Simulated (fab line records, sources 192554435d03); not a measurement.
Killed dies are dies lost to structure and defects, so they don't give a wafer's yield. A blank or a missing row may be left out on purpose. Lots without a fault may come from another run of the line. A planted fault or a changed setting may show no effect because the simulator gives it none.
Chamber matching | flow n5_finfet | N5_BEOL_M5_ETCH_68 on rie_diel-05: 4 sister chambers
The step etches SOC in N2/H2, target depth 80 nm, overetch 16 nm, time 120 s. 4 wafers are shown with their chamber, then 10 later ones without.

WAFERS WITH THEIR CHAMBER
wafer  | chamber | drypump_motor_current_A (A)
L083.2 | 3       | 4.9
L088.2 | 2       | 5.3
L095.2 | 1       | 6.7
L095.5 | 0       | 6.7

WAFERS WITHOUT THEIR CHAMBER
wafer  | drypump_motor_current_A (A)
L095.6 | 4.9
L085.2 | 5.0
L085.4 | 6.7
L085.6 | 6.7
L092.2 | 6.7
L092.4 | 6.7
L092.6 | 6.7
L097.1 | 6.7
L097.3 | 5.3
L097.6 | 5.0

WHICH CHAMBER EACH WENT THROUGH
wafer  | from the rows above     | in truth
L095.6 | 3                       | 3
L085.2 | 3                       | 3
L085.4 | can't be placed: 0 or 1 | 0
L085.6 | can't be placed: 0 or 1 | 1
L092.2 | can't be placed: 0 or 1 | 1
L092.4 | can't be placed: 0 or 1 | 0
L092.6 | can't be placed: 0 or 1 | 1
L097.1 | can't be placed: 0 or 1 | 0
L097.3 | 2                       | 2
L097.6 | 3                       | 3
Placed correctly: 4 of 10. Can't be placed from these rows: 6 (the true chamber is among the candidates in 6). Placed wrongly: 0.
How it was worked out, from the rows above alone: a wafer's distance from a chamber is the root of the sum, over the readings, of the square of ((its reading less the chamber's mean) divided by the reading's scatter). The wafer belongs to the nearest chamber; if the next one is less than 2 further off, it can't be placed. A chamber's mean is the mean of its shown wafers. The scatter: with one shown wafer a chamber, the root of the mean of the squares of how far each hidden wafer lies from its nearest shown one.
